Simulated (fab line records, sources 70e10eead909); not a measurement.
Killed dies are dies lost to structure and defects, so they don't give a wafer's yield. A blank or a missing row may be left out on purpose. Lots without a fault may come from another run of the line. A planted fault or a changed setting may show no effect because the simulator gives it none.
Which tool did it? | flow nand_harc | 12 lots, 36 wafers sampled, at 1 step of a route of 1302

WHAT THE GAUGES READ, wafer by wafer
NHARC_P_CONTACT_OVL_MEAS_13.
lot  | measured     | on         | overlay_x_nm (nm)
L075 | day 6 12:16  | overlay-01 | 0.8 0.5 0.3
L077 | day 7 03:01  | overlay-01 | 1.0 1.7 1.9
L079 | day 7 23:58  | overlay-01 | 0.5 0.7 0.9
L081 | day 9 04:01  | overlay-02 | -0.2 -0.5 -0.4
L084 | day 9 20:55  | overlay-01 | 1.1 0.8 0.8
L085 | day 10 18:56 | overlay-01 | 0.6 0.7 0.9
L087 | day 11 03:23 | overlay-01 | -1.4 -1.9 -1.2
L089 | day 11 21:18 | overlay-01 | 0.3 -0.7 -0.4
L091 | day 13 03:04 | overlay-01 | 0.4 0.3 0.4
L093 | day 14 05:23 | overlay-02 | -1.4 -1.2 -1.3
L095 | day 14 12:08 | overlay-02 | -0.6 -0.9 -1.3
L097 | day 15 10:01 | overlay-02 | -0.3 -0.6 -0.7

WHICH TOOL RAN EACH LOT (tool, then ch and the chambers of the sampled wafers, then the start)
The record holds no process step before these readings.

THE ANSWER, worked out from the rows above alone
Rule: what is usual is taken from the lots themselves. Put in order of their means at a reading, lots are off if they are a third of the lots or fewer, leave a main group of 4 or more, and stand apart from it by a gap of 3 or more times the standard deviation of the main group's means; of several such gaps the widest counts. A main group whose means are all the same, to the digits that the tables above print for the reading, isn't used. A lot without any number at a reading at which 4 lots or more have one is off too. The other lots that the step has rows for count as sound.
No lot is off at any reading shown: from this, nothing can be told.

WHAT THE SIMULATOR HAD PUT IN
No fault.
